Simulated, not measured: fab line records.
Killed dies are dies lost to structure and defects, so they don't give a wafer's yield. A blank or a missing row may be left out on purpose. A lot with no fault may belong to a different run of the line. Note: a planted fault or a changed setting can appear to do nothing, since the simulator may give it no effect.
Which tool did it?    flow nand_harc    14 lots with 42 wafers sampled at 4 steps, on a route of 1302 steps

## WHAT THE GAUGES READ, wafer by wafer
NHARC_END_SORT_01. Usual: killed_at_array 56, standard deviation 20; killed_at_other 1, standard deviation 1.3; killed_at_periphery 3.5, standard deviation 2.7; killed_dies 60, standard deviation 20; killed_open 3.3, standard deviation 1.6; killed_short 2.4, standard deviation 1.5.
lot   measured      on         killed_at_array  killed_at_other  killed_at_periphery  killed_dies  killed_open  killed_short  flag
L685  day 28 07:16  prober-02  142 58 142       1 5 0            1 6 2                144 69 144   6 5 4        2 2 2         
L687  day 29 06:25  prober-02  48 65 127        2 0 1            3 1 5                53 66 133    3 3 5        2 2 6         

## WHICH TOOL RAN EACH LOT (tool, then ch and the chambers of the sampled wafers, then the start)
lot   NHARC_A_CHANNEL_FILL_D2_ETCHBACK_08  NHARC_THIN_TSV_CMP_01          NHARC_THIN_TSV_ETCH_15
L675  rie_diel-06 ch 1,2,3, day 14 17:22   cmp-02 ch 0,1,3, day 22 16:07  rie_si-01 ch 0,1,3, day 22 18:15
L676  rie_diel-06 ch 0,2,3, day 15 13:24   cmp-03 ch 0,1,2, day 23 19:27  rie_si-05 ch 1,2,3, day 23 21:33
L677  rie_diel-07 ch 0,3, day 16 07:30     cmp-02 ch 1,2, day 24 11:53    rie_si-01 ch 1,3, day 24 14:04
L678  rie_diel-06 ch 1,2, day 16 07:30     cmp-01 ch 1,2, day 24 10:41    rie_si-05 ch 1,2, day 24 12:50
L679  rie_diel-13 ch 0,1,3, day 17 02:19   cmp-03 ch 0,2,3, day 25 18:49  rie_si-01 ch 0,1, day 25 21:04
L680  rie_diel-06 ch 0,2, day 17 06:53     cmp-01 ch 0,1, day 25 17:37    rie_si-05 ch 0,3, day 25 19:52
L685  rie_diel-06 ch 0,1, day 19 18:12     cmp-02 ch 2,3, day 27 14:37    rie_si-05 ch 0,1,3, day 27 16:52
L687  rie_diel-06 ch 0,1, day 19 23:53     cmp-02 ch 1,2,3, day 28 14:37  rie_si-06 ch 0,1,2, day 28 16:41
L689  rie_diel-07 ch 1,2,3, day 21 11:24   cmp-02 ch 0,2,3, day 29 21:43  rie_si-06 ch 1,2, day 29 23:57
L692  rie_diel-07 ch 0,1,2, day 21 23:02   cmp-03 ch 0,1,3, day 30 10:10  rie_si-01 ch 0,1,3, day 30 12:25
L693  rie_diel-06 ch 1,2,3, day 22 13:02   cmp-03 ch 0,2, day 30 13:17    rie_si-01 ch 0,3, day 30 15:25
L694  rie_diel-06 ch 1,2,3, day 23 10:42   cmp-02 ch 0,2, day 31 11:40    rie_si-01 ch 0,3, day 31 13:48
L695  rie_diel-13 ch 0,1,3, day 23 10:52   cmp-03 ch 0,1,2, day 31 12:55  rie_si-05 ch 0,1,2, day 31 15:01
L698  rie_diel-06 ch 1,3, day 24 07:16     cmp-01 ch 0,1,2, day 32 19:54  rie_si-05 ch 0,1,3, day 32 22:09
- NHARC_A_CHANNEL_FILL_D2_ETCHBACK_08: etches the open film in C4F8, target depth 220 nm, time 110 s.
- NHARC_THIN_TSV_CMP_01: polishes.
- NHARC_THIN_TSV_ETCH_15: target depth 3000 nm, bosch target overetch cycles 2, bosch etch step 2.8 s.

## AS READ BY THE TOOLS THEMSELVES (means over the sampled wafers that have a number; for cases with no such wafer, the mark the record gives instead)
NHARC_A_CHANNEL_FILL_D2_ETCHBACK_08. Usual: oes_product_au 0.95 a.u., standard deviation 0.034; rf_vpp_V 441.5 V, standard deviation 2.6.
lot   tool         oes_product_au (a.u.)  rf_vpp_V (V)  flag
L675  rie_diel-06  0.99                   439.4         
L676  rie_diel-06  0.98                   440.4         
L677  rie_diel-07  0.93                   439.7         
L678  rie_diel-06  0.95                   439.4         
L679  rie_diel-13  0.93                   443.3         
L680  rie_diel-06  0.92                   439.9         
L685  rie_diel-06  0.92                   444.3         
L687  rie_diel-06  0.99                   443.1         
L689  rie_diel-07  1.01                   440.3         
L692  rie_diel-07  1.01                   439.1         
L693  rie_diel-06  0.92                   440.3         
L694  rie_diel-06  0.94                   440.4         
L695  rie_diel-13  1.00                   444.9         
L698  rie_diel-06  0.93                   441.7         

NHARC_THIN_TSV_CMP_01. Usual: edge_zone_pressure_frac 1.001, standard deviation 0.0051; motor_current_A 12.3 A, standard deviation 1; pad_life_wafers 202, standard deviation 130; slurry_flow_ml_min 150.0, standard deviation 0.49.
lot   tool    edge_zone_pressure_frac  motor_current_A (A)  pad_life_wafers  slurry_flow_ml_min  flag
L675  cmp-02  0.998                    12.5                 475              150.0               
L676  cmp-03  1.001                    11.5                 518              150.1               
L677  cmp-02  1.000                    13.1                 108              149.7               
L678  cmp-01  1.002                    12.5                 234              150.1               
L679  cmp-03  1.008                    12.1                 134              150.1               
L680  cmp-01  0.995                    12.7                 348              150.2               
L685  cmp-02  0.999                    12.4                 19               150.1               
L687  cmp-02  1.002                    12.9                 99               149.8               
L689  cmp-02  1.002                    13.0                 242              149.9               
L692  cmp-03  0.998                    12.0                 200              149.7               
L693  cmp-03  1.003                    12.0                 217              149.7               
L694  cmp-02  1.007                    13.0                 8                150.4               
L695  cmp-03  1.000                    11.6                 290              149.5               
L698  cmp-01  0.999                    12.1                 236              150.0               

NHARC_THIN_TSV_ETCH_15. Usual: 5.3 A for drypump_motor_current_A, sd 0.42.
lot   tool       drypump_motor_current_A (A)  flag
L675  rie_si-01  5.3                          
L676  rie_si-05  5.4                          
L677  rie_si-01  5.6                          
L678  rie_si-05  5.4                          
L679  rie_si-01  5.5                          
L680  rie_si-05  5.4                          
L685  rie_si-05  5.3                          
L687  rie_si-06  5.7                          
L689  rie_si-06  6.1                          
L692  rie_si-01  5.3                          
L693  rie_si-01  4.9                          
L694  rie_si-01  4.9                          
L695  rie_si-05  5.3                          
L698  rie_si-05  5.3                          

## THE ANSWER, worked out from the rows above alone
Rule: a lot is off if the mean of its wafers that have a number lies more than 3 standard deviations from the usual mean. Also off: a lot with no number at a reading for which 4 or more lots have one. All remaining lots with rows at the step are treated as sound. The gauges are gone through in route order, then the tools' own readings, and for those a lot's mean is taken as printed above. The first step at which some lot is off is used, and at that step the reading that is off furthest; a lot without a number counts as furthest.
No lot is off at any reading shown: from this, nothing can be told.

## WHAT THE SIMULATOR HAD PUT IN
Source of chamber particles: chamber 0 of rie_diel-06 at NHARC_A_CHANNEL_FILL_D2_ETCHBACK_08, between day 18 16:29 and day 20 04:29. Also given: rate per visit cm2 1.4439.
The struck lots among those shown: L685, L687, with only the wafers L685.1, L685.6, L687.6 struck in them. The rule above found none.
